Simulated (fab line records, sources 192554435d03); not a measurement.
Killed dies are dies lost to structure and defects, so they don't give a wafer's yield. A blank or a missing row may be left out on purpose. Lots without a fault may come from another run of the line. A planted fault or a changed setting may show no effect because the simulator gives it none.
Which tool did it? | flow n5_finfet | 24 lots, 72 wafers sampled, at 6 steps of a route of 1938

WHAT THE GAUGES READ, wafer by wafer
The record holds no reading of a measuring or inspecting step that can be judged against a usual standard deviation.

WHICH TOOL RAN EACH LOT (tool, then ch and the chambers of the sampled wafers, then the start)
lot  | N5_BEOL_M1_ETCH_74                 | N5_BEOL_M1_STRIP_66                | N5_BEOL_M1_ANNEAL_49         | N5_BEOL_M1_ANNEAL_82         | N5_BEOL_M1_ANNEAL_95         | N5_BEOL_M1_ANNEAL_51
L076 | rie_diel-04 ch 0,1, day 6 19:10    | rie_diel-04 ch 0,1, day 6 19:20    | pvd_sputter-01, day 7 03:24  | pvd_sputter-01, day 7 03:50  | pvd_sputter-01, day 7 04:56  | rtp_anneal-01 ch 0, day 7 05:36
L075 | rie_diel-02 ch 0,2, day 6 23:42    | rie_diel-02 ch 0,2, day 6 23:52    | pvd_sputter-01, day 7 06:14  | pvd_sputter-01, day 7 06:41  | pvd_sputter-01, day 7 07:47  | rtp_anneal-02 ch 0, day 7 08:10
L077 | rie_diel-06 ch 0,1,3, day 7 03:59  | rie_diel-06 ch 0,1,3, day 7 04:10  | pvd_sputter-02, day 7 08:39  | pvd_sputter-02, day 7 09:05  | pvd_sputter-02, day 7 10:11  | rtp_anneal-02 ch 0, day 7 10:32
L078 | rie_diel-04 ch 1,3, day 7 08:52    | rie_diel-04 ch 1,3, day 7 09:02    | pvd_sputter-01, day 8 00:31  | pvd_sputter-01, day 8 00:58  | pvd_sputter-01, day 8 02:04  | rtp_anneal-02 ch 0, day 8 02:29
L079 | rie_diel-06 ch 0,2,3, day 7 09:01  | rie_diel-06 ch 0,2,3, day 7 09:11  | pvd_sputter-03, day 8 01:38  | pvd_sputter-03, day 8 02:04  | pvd_sputter-03, day 8 03:10  | rtp_anneal-02 ch 0, day 8 03:36
L074 | rie_diel-06 ch 2,3, day 7 09:17    | rie_diel-06 ch 2,3, day 7 09:28    | pvd_sputter-01, day 8 03:14  | pvd_sputter-01, day 8 03:41  | pvd_sputter-01, day 8 04:47  | rtp_anneal-02 ch 0, day 8 05:13
L080 | rie_diel-06 ch 1,2, day 7 14:23    | rie_diel-06 ch 1,2, day 7 14:33    | pvd_sputter-01, day 8 05:56  | pvd_sputter-01, day 8 06:23  | pvd_sputter-01, day 8 07:29  | rtp_anneal-02 ch 0, day 8 07:56
L081 | rie_diel-06 ch 0,1,2, day 7 20:20  | rie_diel-06 ch 0,1,2, day 7 20:31  | pvd_sputter-02, day 8 06:29  | pvd_sputter-02, day 8 06:56  | pvd_sputter-02, day 8 11:17  | rtp_anneal-01 ch 0, day 8 11:40
L082 | rie_diel-04 ch 0,3, day 8 04:08    | rie_diel-04 ch 0,3, day 8 04:18    | pvd_sputter-03, day 8 11:12  | pvd_sputter-03, day 8 11:38  | pvd_sputter-03, day 8 12:44  | rtp_anneal-01 ch 0, day 8 13:08
L083 | rie_diel-02 ch 0,1,2, day 8 08:53  | rie_diel-02 ch 0,1,2, day 8 09:04  | pvd_sputter-01, day 8 15:43  | pvd_sputter-01, day 8 16:09  | pvd_sputter-01, day 8 17:15  | rtp_anneal-02 ch 0, day 8 17:35
L084 | rie_diel-04 ch 0,1, day 8 16:50    | rie_diel-04 ch 0,1, day 8 17:01    | pvd_sputter-02, day 8 19:35  | pvd_sputter-02, day 8 20:01  | pvd_sputter-02, day 8 21:07  | rtp_anneal-01 ch 0, day 8 21:31
L085 | rie_diel-02 ch 0,2,3, day 8 18:25  | rie_diel-02 ch 0,2,3, day 8 18:35  | pvd_sputter-02, day 8 22:38  | pvd_sputter-02, day 8 23:04  | pvd_sputter-02, day 9 00:10  | rtp_anneal-01 ch 0, day 9 00:33
L086 | rie_diel-02 ch 1,3, day 9 10:35    | rie_diel-02 ch 1,3, day 9 10:45    | pvd_sputter-01, day 9 16:06  | pvd_sputter-01, day 9 16:32  | pvd_sputter-01, day 9 17:38  | rtp_anneal-02 ch 0, day 9 17:58
L087 | rie_diel-06 ch 0,2,3, day 9 15:55  | rie_diel-06 ch 0,2,3, day 9 16:05  | pvd_sputter-02, day 10 00:46 | pvd_sputter-02, day 10 01:13 | pvd_sputter-02, day 10 02:19 | rtp_anneal-02 ch 0, day 10 02:38
L088 | rie_diel-04 ch 1,3, day 9 18:54    | rie_diel-04 ch 1,3, day 9 19:04    | pvd_sputter-01, day 10 00:53 | pvd_sputter-01, day 10 01:19 | pvd_sputter-01, day 10 02:25 | rtp_anneal-01 ch 0, day 10 03:01
L090 | rie_diel-02 ch 1,3, day 10 00:24   | rie_diel-02 ch 1,3, day 10 00:34   | pvd_sputter-03, day 10 13:32 | pvd_sputter-03, day 10 13:58 | pvd_sputter-03, day 10 15:04 | rtp_anneal-02 ch 0, day 10 15:28
L089 | rie_diel-06 ch 0,1,3, day 10 00:49 | rie_diel-06 ch 0,1,3, day 10 00:59 | pvd_sputter-01, day 10 13:39 | pvd_sputter-01, day 10 14:05 | pvd_sputter-01, day 10 15:11 | rtp_anneal-01 ch 0, day 10 15:35
L092 | rie_diel-04 ch 1,3, day 10 16:19   | rie_diel-04 ch 1,3, day 10 16:29   | pvd_sputter-02, day 10 20:10 | pvd_sputter-02, day 10 20:36 | pvd_sputter-02, day 10 21:42 | rtp_anneal-01 ch 0, day 10 22:08
L091 | rie_diel-02 ch 2,3, day 10 16:21   | rie_diel-02 ch 2,3, day 10 16:31   | pvd_sputter-03, day 10 23:55 | pvd_sputter-03, day 11 00:21 | pvd_sputter-03, day 11 01:27 | rtp_anneal-02 ch 0, day 11 01:53
L093 | rie_diel-04 ch 1,2, day 11 02:12   | rie_diel-04 ch 1,2, day 11 02:22   | pvd_sputter-02, day 11 21:41 | pvd_sputter-02, day 11 22:08 | pvd_sputter-02, day 11 23:14 | rtp_anneal-02 ch 0, day 11 23:34
L094 | rie_diel-06 ch 0,1, day 11 06:04   | rie_diel-06 ch 0,1, day 11 06:14   | pvd_sputter-01, day 12 00:21 | pvd_sputter-01, day 12 00:47 | pvd_sputter-01, day 12 01:53 | rtp_anneal-01 ch 0, day 12 02:13
L095 | rie_diel-06 ch 0,1,3, day 11 15:20 | rie_diel-06 ch 0,1,3, day 11 15:31 | pvd_sputter-02, day 12 01:14 | pvd_sputter-02, day 12 01:40 | pvd_sputter-02, day 12 02:46 | rtp_anneal-02 ch 0, day 12 03:10
L096 | rie_diel-04 ch 0,3, day 11 23:14   | rie_diel-04 ch 0,3, day 11 23:25   | pvd_sputter-01, day 12 04:32 | pvd_sputter-01, day 12 04:58 | pvd_sputter-01, day 12 06:04 | rtp_anneal-01 ch 0, day 12 06:27
L097 | rie_diel-06 ch 1,2,3, day 12 01:01 | rie_diel-06 ch 1,2,3, day 12 01:11 | pvd_sputter-01, day 12 10:33 | pvd_sputter-01, day 12 10:59 | pvd_sputter-01, day 12 12:05 | rtp_anneal-01 ch 0, day 12 12:31
- N5_BEOL_M1_ETCH_74: etches underlayer in N2/H2, target depth 6.5 nm, time 5.2 s.
- N5_BEOL_M1_STRIP_66: strips in CF4.
- N5_BEOL_M1_ANNEAL_49: time 240 s.
- N5_BEOL_M1_ANNEAL_82: time 240 s.
- N5_BEOL_M1_ANNEAL_95: time 240 s.
- N5_BEOL_M1_ANNEAL_51: time 90 s.

WHAT THE TOOLS THEMSELVES READ (means of the sampled wafers that have a number; where no wafer has one, the mark that the record gives instead)
N5_BEOL_M1_ETCH_74. Usual: drypump_motor_current_A 5.8 A, standard deviation 0.33; etch_rf_on_time_s 5.24 s, standard deviation 0.17; oes_product_au 0.68 a.u., standard deviation 0.081; rf_fwd_power_W 819.4 W, standard deviation 2.2; rf_vpp_V 524.0 V, standard deviation 2.8; showerhead_plenum_p_Torr 2.55 Torr, standard deviation 0.094; throttle_valve_pct 17.91 %, standard deviation 0.29.
lot  | tool        | drypump_motor_current_A (A) | etch_rf_on_time_s (s) | oes_product_au (a.u.) | rf_fwd_power_W (W) | rf_vpp_V (V) | showerhead_plenum_p_Torr (Torr) | throttle_valve_pct (%) | flag
L076 | rie_diel-04 | 6.0                         | 5.31                  | 0.58                  | 820.8              | 522.1        | 2.48                            | 18.17                  |
L075 | rie_diel-02 | 6.1                         | 5.39                  | 0.67                  | 818.6              | 522.0        | 2.47                            | 17.93                  |
L077 | rie_diel-06 | 5.9                         | 5.11                  | 0.71                  | 818.8              | 521.9        | 2.49                            | 17.90                  |
L078 | rie_diel-04 | 5.6                         | 4.98                  | 0.68                  | 817.8              | 525.1        | 2.57                            | 17.84                  |
L079 | rie_diel-06 | 5.9                         | 5.26                  | 0.71                  | 820.6              | 525.9        | 2.58                            | 17.75                  |
L074 | rie_diel-06 | 5.9                         | 5.27                  | 0.70                  | 822.0              | 523.1        | 2.54                            | 18.06                  |
L080 | rie_diel-06 | 6.0                         | 5.42                  | 0.61                  | 820.0              | 523.6        | 2.57                            | 17.79                  |
L081 | rie_diel-06 | 5.9                         | 5.19                  | 0.67                  | 818.2              | 524.4        | 2.55                            | 17.67                  |
L082 | rie_diel-04 | 5.7                         | 5.14                  | 0.68                  | 819.3              | 523.4        | 2.53                            | 17.86                  |
L083 | rie_diel-02 | 5.9                         | 5.34                  | 0.67                  | 819.7              | 523.3        | 2.51                            | 18.00                  |
L084 | rie_diel-04 | 6.1                         | 5.36                  | 0.57                  | 823.2              | 521.4        | 2.44                            | 18.23                  |
L085 | rie_diel-02 | 5.9                         | 5.33                  | 0.70                  | 819.3              | 524.1        | 2.53                            | 17.86                  |
L086 | rie_diel-02 | 5.9                         | 5.29                  | 0.67                  | 821.0              | 526.4        | 2.56                            | 18.06                  |
L087 | rie_diel-06 | 5.9                         | 5.26                  | 0.70                  | 819.1              | 525.7        | 2.57                            | 17.78                  |
L088 | rie_diel-04 | 5.7                         | 5.09                  | 0.62                  | 818.9              | 522.6        | 2.54                            | 18.04                  |
L090 | rie_diel-02 | 5.9                         | 5.30                  | 0.66                  | 822.1              | 523.5        | 2.56                            | 18.06                  |
L089 | rie_diel-06 | 5.9                         | 5.12                  | 0.77                  | 819.8              | 524.3        | 2.59                            | 17.80                  |
L092 | rie_diel-04 | 5.6                         | 5.02                  | 0.67                  | 820.4              | 523.0        | 2.56                            | 17.87                  |
L091 | rie_diel-02 | 5.7                         | 5.34                  | 0.74                  | 819.1              | 525.5        | 2.59                            | 17.80                  |
L093 | rie_diel-04 | 5.6                         | 5.19                  | 0.60                  | 819.5              | 521.5        | 2.56                            | 18.14                  |
L094 | rie_diel-06 | 5.9                         | 5.06                  | 0.77                  | 818.9              | 526.5        | 2.62                            | 17.51                  |
L095 | rie_diel-06 | 5.9                         | 5.17                  | 0.74                  | 816.5              | 524.4        | 2.58                            | 17.81                  |
L096 | rie_diel-04 | 5.7                         | 4.91                  | 0.76                  | 820.5              | 525.2        | 2.63                            | 17.78                  |
L097 | rie_diel-06 | 5.9                         | 5.33                  | 0.71                  | 816.8              | 526.1        | 2.61                            | 17.89                  |

N5_BEOL_M1_STRIP_66. Usual: drypump_motor_current_A 5.8 A, standard deviation 0.32; oes_product_au 0.79 a.u., standard deviation 0.088; rf_fwd_power_W 292.6 W, standard deviation 0.97; rf_vpp_V 271.2 V, standard deviation 1.5; showerhead_plenum_p_Torr 1.80 Torr, standard deviation 0.065; throttle_valve_pct 13.56 %, standard deviation 0.25.
lot  | tool        | drypump_motor_current_A (A) | oes_product_au (a.u.) | rf_fwd_power_W (W) | rf_vpp_V (V) | showerhead_plenum_p_Torr (Torr) | throttle_valve_pct (%) | flag
L076 | rie_diel-04 | 6.0                         | 0.69                  | 292.6              | 270.4        | 1.75                            | 13.86                  |
L075 | rie_diel-02 | 6.1                         | 0.79                  | 291.5              | 269.6        | 1.75                            | 13.64                  |
L077 | rie_diel-06 | 5.9                         | 0.81                  | 292.4              | 270.7        | 1.76                            | 13.57                  |
L078 | rie_diel-04 | 5.5                         | 0.79                  | 292.5              | 271.2        | 1.81                            | 13.43                  |
L079 | rie_diel-06 | 5.9                         | 0.83                  | 291.1              | 271.2        | 1.81                            | 13.39                  |
L074 | rie_diel-06 | 5.8                         | 0.81                  | 292.6              | 270.9        | 1.78                            | 13.54                  |
L080 | rie_diel-06 | 5.9                         | 0.73                  | 293.2              | 272.3        | 1.82                            | 13.51                  |
L081 | rie_diel-06 | 5.9                         | 0.77                  | 292.5              | 270.7        | 1.81                            | 13.46                  |
L082 | rie_diel-04 | 5.7                         | 0.79                  | 293.5              | 270.9        | 1.78                            | 13.47                  |
L083 | rie_diel-02 | 5.9                         | 0.79                  | 293.5              | 270.6        | 1.77                            | 13.64                  |
L084 | rie_diel-04 | 6.1                         | 0.68                  | 292.3              | 269.9        | 1.72                            | 13.91                  |
L085 | rie_diel-02 | 5.9                         | 0.83                  | 292.5              | 271.1        | 1.79                            | 13.54                  |
L086 | rie_diel-02 | 5.9                         | 0.78                  | 291.7              | 271.5        | 1.80                            | 13.67                  |
L087 | rie_diel-06 | 5.9                         | 0.81                  | 292.4              | 271.0        | 1.81                            | 13.43                  |
L088 | rie_diel-04 | 5.7                         | 0.72                  | 292.9              | 270.4        | 1.79                            | 13.68                  |
L090 | rie_diel-02 | 5.9                         | 0.78                  | 291.1              | 271.8        | 1.80                            | 13.68                  |
L089 | rie_diel-06 | 5.9                         | 0.89                  | 292.9              | 271.2        | 1.83                            | 13.43                  |
L092 | rie_diel-04 | 5.5                         | 0.76                  | 292.6              | 271.0        | 1.80                            | 13.49                  |
L091 | rie_diel-02 | 5.7                         | 0.87                  | 292.2              | 272.4        | 1.82                            | 13.45                  |
L093 | rie_diel-04 | 5.7                         | 0.69                  | 293.1              | 270.3        | 1.80                            | 13.85                  |
L094 | rie_diel-06 | 5.9                         | 0.88                  | 292.0              | 272.4        | 1.86                            | 13.30                  |
L095 | rie_diel-06 | 5.9                         | 0.86                  | 292.8              | 272.0        | 1.82                            | 13.45                  |
L096 | rie_diel-04 | 5.7                         | 0.85                  | 293.8              | 272.0        | 1.85                            | 13.33                  |
L097 | rie_diel-06 | 5.9                         | 0.82                  | 292.5              | 272.3        | 1.83                            | 13.50                  |

N5_BEOL_M1_ANNEAL_49. Usual: heater_power_w 797 W, standard deviation 67.
lot  | tool           | heater_power_w (W) | flag
L076 | pvd_sputter-01 | 791                |
L075 | pvd_sputter-01 | 802                |
L077 | pvd_sputter-02 | 801                |
L078 | pvd_sputter-01 | 811                |
L079 | pvd_sputter-03 | 777                |
L074 | pvd_sputter-01 | 813                |
L080 | pvd_sputter-01 | 793                |
L081 | pvd_sputter-02 | 797                |
L082 | pvd_sputter-03 | 782                |
L083 | pvd_sputter-01 | 809                |
L084 | pvd_sputter-02 | 728                |
L085 | pvd_sputter-02 | 866                |
L086 | pvd_sputter-01 | 789                |
L087 | pvd_sputter-02 | 803                |
L088 | pvd_sputter-01 | 801                |
L090 | pvd_sputter-03 | 746                |
L089 | pvd_sputter-01 | 790                |
L092 | pvd_sputter-02 | 798                |
L091 | pvd_sputter-03 | 745                |
L093 | pvd_sputter-02 | 868                |
L094 | pvd_sputter-01 | 789                |
L095 | pvd_sputter-02 | 856                |
L096 | pvd_sputter-01 | 797                |
L097 | pvd_sputter-01 | 806                |

N5_BEOL_M1_ANNEAL_82. Usual: heater_power_w 800 W, standard deviation 68.
lot  | tool           | heater_power_w (W) | flag
L076 | pvd_sputter-01 | 797                |
L075 | pvd_sputter-01 | 796                |
L077 | pvd_sputter-02 | 819                |
L078 | pvd_sputter-01 | 831                |
L079 | pvd_sputter-03 | 775                |
L074 | pvd_sputter-01 | 800                |
L080 | pvd_sputter-01 | 781                |
L081 | pvd_sputter-02 | 801                |
L082 | pvd_sputter-03 | 764                |
L083 | pvd_sputter-01 | 815                |
L084 | pvd_sputter-02 | 743                |
L085 | pvd_sputter-02 | 864                |
L086 | pvd_sputter-01 | 798                |
L087 | pvd_sputter-02 | 794                |
L088 | pvd_sputter-01 | 813                |
L090 | pvd_sputter-03 | 755                |
L089 | pvd_sputter-01 | 796                |
L092 | pvd_sputter-02 | 795                |
L091 | pvd_sputter-03 | 738                |
L093 | pvd_sputter-02 | 857                |
L094 | pvd_sputter-01 | 796                |
L095 | pvd_sputter-02 | 866                |
L096 | pvd_sputter-01 | 804                |
L097 | pvd_sputter-01 | 816                |

N5_BEOL_M1_ANNEAL_95. Usual: heater_power_w 798 W, standard deviation 69.
lot  | tool           | heater_power_w (W) | flag
L076 | pvd_sputter-01 | 800                |
L075 | pvd_sputter-01 | 795                |
L077 | pvd_sputter-02 | 793                |
L078 | pvd_sputter-01 | 821                |
L079 | pvd_sputter-03 | 775                |
L074 | pvd_sputter-01 | 801                |
L080 | pvd_sputter-01 | 791                |
L081 | pvd_sputter-02 | 802                |
L082 | pvd_sputter-03 | 769                |
L083 | pvd_sputter-01 | 811                |
L084 | pvd_sputter-02 | 728                |
L085 | pvd_sputter-02 | 859                |
L086 | pvd_sputter-01 | 800                |
L087 | pvd_sputter-02 | 818                |
L088 | pvd_sputter-01 | 810                |
L090 | pvd_sputter-03 | 736                |
L089 | pvd_sputter-01 | 800                |
L092 | pvd_sputter-02 | 782                |
L091 | pvd_sputter-03 | 735                |
L093 | pvd_sputter-02 | 869                |
L094 | pvd_sputter-01 | 795                |
L095 | pvd_sputter-02 | 868                |
L096 | pvd_sputter-01 | 810                |
L097 | pvd_sputter-01 | 810                |

N5_BEOL_M1_ANNEAL_51. Usual: wafer_temp_C_max 225.95, standard deviation 0.26.
lot  | tool          | wafer_temp_C_max | flag
L076 | rtp_anneal-01 | 226.07           |
L075 | rtp_anneal-02 | 225.94           |
L077 | rtp_anneal-02 | 225.94           |
L078 | rtp_anneal-02 | 225.83           |
L079 | rtp_anneal-02 | 225.98           |
L074 | rtp_anneal-02 | 225.72           |
L080 | rtp_anneal-02 | 225.89           |
L081 | rtp_anneal-01 | 226.20           |
L082 | rtp_anneal-01 | 226.25           |
L083 | rtp_anneal-02 | 225.88           |
L084 | rtp_anneal-01 | 226.43           |
L085 | rtp_anneal-01 | 225.93           |
L086 | rtp_anneal-02 | 225.74           |
L087 | rtp_anneal-02 | 225.60           |
L088 | rtp_anneal-01 | 226.07           |
L090 | rtp_anneal-02 | 225.74           |
L089 | rtp_anneal-01 | 226.10           |
L092 | rtp_anneal-01 | 226.09           |
L091 | rtp_anneal-02 | 225.65           |
L093 | rtp_anneal-02 | 225.87           |
L094 | rtp_anneal-01 | 226.18           |
L095 | rtp_anneal-02 | 225.86           |
L096 | rtp_anneal-01 | 225.99           |
L097 | rtp_anneal-01 | 225.91           |

THE ANSWER, worked out from the rows above alone
Rule: a lot is off if the mean of its wafers that have a number lies more than 3 standard deviations from the usual mean. A lot without any number at a reading at which 4 lots or more have one is off too. The other lots that the step has rows for count as sound. The gauges are gone through in route order, then the tools' own readings, and for those a lot's mean is taken as printed above. The first step at which some lot is off is used, and at that step the reading that is off furthest; a lot without a number counts as furthest.
No lot is off at any reading shown: from this, nothing can be told.

WHAT THE SIMULATOR HAD PUT IN
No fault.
